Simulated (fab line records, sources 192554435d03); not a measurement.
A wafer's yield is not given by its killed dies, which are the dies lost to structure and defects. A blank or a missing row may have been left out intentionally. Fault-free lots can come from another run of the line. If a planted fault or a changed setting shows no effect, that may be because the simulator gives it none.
A struck lot beside a sound one -- flow n5Finfet -- 30 out of 1938 route steps
Sound: the wafers L312.1, L312.3, L312.6. Wafers struck: L328.3, L328.5, L328.6. The cause is given at the end.
Order at every step that has rows: each side's tool, ch and its chambers, its first start. Under that, the readings that differ: sound wafers -- struck wafers -- difference of the means -- sigmas: that difference in standard deviations of wafers without a fault.
alike: same words and numbers on both sides, and readings whose means sit less than 2 such deviations apart. not compared: any withheld reading, any reading some wafer has no value for, any bound like >300 that may hide the same value, and any number with overlapping values for which the record gives no deviation.
The two part at a step that has a row with sigmas, a row that says differs or no value, or rows on one side only. Numbers that don't overlap but have no deviation are shown without sigmas and don't part them. A reading missing from all wafers of one side parts the sides only when that side holds two or more wafers.

first, 11 steps without rows for these wafers: N5_GATE_CUT_ETCH_56 (etches TiN in Cl2/Ar, target depth 21.6 nm); N5_GATE_CUT_ETCHBACK_30 (etches TiN in Cl2/Ar, target depth 3 nm); N5_GATE_CUT_VAPOR_ETCH_60 (etches HfO2 in BCl3/Cl2); N5_GATE_CUT_ETCH_58 (etches SiNx in CH3F/O2, target depth 17 nm, time 128.6 s); N5_GATE_CUT_STRIP_59 (strips in N2/H2, time 20 s); N5_GATE_CUT_PRECLEAN_31 (cleans in DIW, time 300 s); N5_GATE_CUT_SRD_32 (time 30 s); N5_GATE_CUT_SAC_CAP_01 (material SiNx, target thk 24 nm, pulse time 1 s, ald cycles 480); N5_GATE_CUT_PECVD_57 (deposits SiNx from SiH4/NH3/N2, target thk 21 nm); N5_GATE_CUT_CMP_02 (polishes, stops on SiO2, t overpolish 12.7 s, target thk 0 nm); N5_GATE_CUT_HM_DEP_46 (deposits SiO2 from TEOS/O2, target thk 130 nm, time 26.6 s).
N5_GATE_CUT_COAT_34: time 60 s, resist thk 60 nm.
  sound on lithoTrack-02 ch 0, day 4 19:20; struck on lithoTrack-02 ch 0, day 8 17:12
reading,sound,struck,difference,sigmas
spinSpeedRpm (rpm),1500.0 1499.4 1500.8,1594.5 1593.9 1594.7,+94.3,+94
model.SOC_of_GATE_CUT_COAT_34.thkNm (nm),59.6 59.8 59.6,58.2 58.2 58.2,-1.5,
  alike: heaterPowerTotalW
then, 11 steps without rows for these wafers: N5_GATE_CUT_COAT_35 (time 60 s, resist thk 10 nm); N5_GATE_CUT_COAT_27 (time 60 s, resist thk 10 nm); N5_GATE_CUT_COAT_07 (resist thk 30 nm); N5_GATE_CUT_EBR_09; N5_GATE_CUT_SOFTBAKE_08 (time 60 s); N5_GATE_CUT_EXPOSE_10 (exposes mask GATE CUT, target cd 20 nm); N5_GATE_CUT_PEB_11 (peb time 60 s); N5_GATE_CUT_DEVELOP_12 (develop time 30 s); N5_GATE_CUT_DESCUM_18 (chemistry O2, time 7 s); N5_GATE_CUT_ETCH_28 (etches underlayer in N2/H2, target depth 13 nm, time 10.4 s); N5_GATE_CUT_ETCH_36 (etches SiARC in CF4, target depth 13 nm, time 21.7 s).
N5_GATE_CUT_ETCH_37: etches SOC in N2/H2, target depth 60 nm, overetch 12 nm, time 90 s.
  sound on rieDiel-05 ch 0,1,2, day 4 19:49; struck on rieDiel-02 ch 0,1,3, day 8 17:40
reading,sound,struck,difference,sigmas
model.etch.depthNm (nm),59.63 59.72 59.6,58.12 58.14 58.12,-1.52,
  alike: biasW, drypumpMotorCurrentA, oesProductAu, rfFwdPowerW, rfVppV, showerheadPlenumPTorr, throttleValvePct
  not compared: rfHoursCounterH
then, 2 steps without rows for these wafers: N5_GATE_CUT_STRIP_38 (strips in N2/H2); N5_GATE_CUT_STRIP_39 (strips in N2/H2).
N5_GATE_CUT_HM_OPEN_40: chemistry C4F6/O2, target SiO2, target depth 139 nm, time 85.1 s.
  sound on rieDiel-05 ch 0,1,2, day 4 19:53; struck on rieDiel-02 ch 0,1,3, day 8 17:45
reading,sound,struck,difference,sigmas
model.SOC_of_GATE_CUT_COAT_34.thkNm (nm),32.6 32.6 32.6,30.6 30 30.4,-2.3,
  alike: biasW, drypumpMotorCurrentA, etchRfOnTimeS, oesProductAu, rfFwdPowerW, rfVppV, showerheadPlenumPTorr, throttleValvePct
  not compared: rfHoursCounterH
then, 1 step without rows for these wafers: N5_GATE_CUT_STRIP_41 (strips in CF4).
-- record jumps: 4 days separate the struck wafers' starts on either side; left off in module GATE_CUT, taken up again in module BEOL_M4, whose first shown step is the route's number 1111 --
N5_BEOL_M4_RC_MEAS_101:
  sound on prober-01 ch 0, day 8 03:25; struck on prober-02 ch 0, day 12 12:52
  alike: DIBL_N, DIBL_P, IOFF_N, IOFF_P, ION_N, ION_P, SS_N, SS_P, VT_N, VT_P
N5_PASSIVATION_PROBE_49:
  the record has rows for the sound wafers here (prober-02, day 12 19:43) and none for the struck ones

== WHERE THEY PART ==
Last at N5_PASSIVATION_PROBE_49 as far as this record goes, first at N5_GATE_CUT_COAT_34.

WHY: the cause the simulator had injected
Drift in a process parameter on lithoTrack-02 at N5_GATE_CUT_COAT_34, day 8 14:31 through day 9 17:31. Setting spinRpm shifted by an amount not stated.
